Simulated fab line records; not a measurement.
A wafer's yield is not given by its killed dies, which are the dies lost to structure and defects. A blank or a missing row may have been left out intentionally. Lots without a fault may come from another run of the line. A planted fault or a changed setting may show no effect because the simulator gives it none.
Chamber matching	flow nand-harc	cmp-03 running NHARC_A_STAIRCASE_CMP_472: 4 sister chambers
The step polishes SiO2. 18 wafers are shown with their chamber, then 9 later ones without.

EACH WAFER AND ITS CHAMBER
wafer	chamber	motor-current-A (A)
L075.3	3	11.2
L075.4	0	11.8
L075.5	0	11.6
L078.1	3	11.0
L078.3	1	10.7
L078.5	0	12.8
L077.3	3	10.6
L077.5	3	11.3
L077.6	2	14.1
L084.1	0	12.2
L084.3	2	14.2
L084.6	0	11.8
L087.1	3	10.4
L087.3	1	11.3
L087.5	3	11.2
L089.1	0	12.1
L089.2	3	11.1
L089.5	3	10.5

SIGNATURES (averages over the wafers above)
reading	chamber 0	chamber 1	chamber 2	chamber 3	scatter within a chamber
motor-current-A	12.050	11.000	14.150	10.912	0.377
Rule: distance of a wafer from a chamber = root of the sum over the readings of ((wafer's reading minus chamber's mean) / reading's scatter) squared. The wafer belongs to the nearest chamber; if the next one is less than 2 further off, it can't be placed. The scatter: take each reading less its chamber's mean, square it, sum over the shown wafers, divide by the number of wafers less the number of chambers, and take the root.

WAFERS WHOSE CHAMBER IS MISSING
wafer	motor-current-A (A)
L091.3	13.4
L091.4	12.2
L091.5	11.3
L094.1	11.8
L094.4	11.4
L094.6	11.0
L097.1	10.6
L097.2	10.9
L097.6	13.0

WHICH CHAMBER EACH ONE RAN IN
wafer	from the rows above	in truth
L091.3	can't be placed: 2 or 0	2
L091.4	0	0
L091.5	can't be placed: 1 or 3 or 0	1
L094.1	can't be placed: 0 or 1 or 3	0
L094.4	can't be placed: 1 or 3 or 0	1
L094.6	can't be placed: 1 or 3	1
L097.1	can't be placed: 3 or 1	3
L097.2	can't be placed: 3 or 1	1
L097.6	can't be placed: 0 or 2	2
1 of 9 placed correctly. From these rows, 8 cannot be placed; in 8 the true chamber is one of the candidates. 0 placed wrongly.
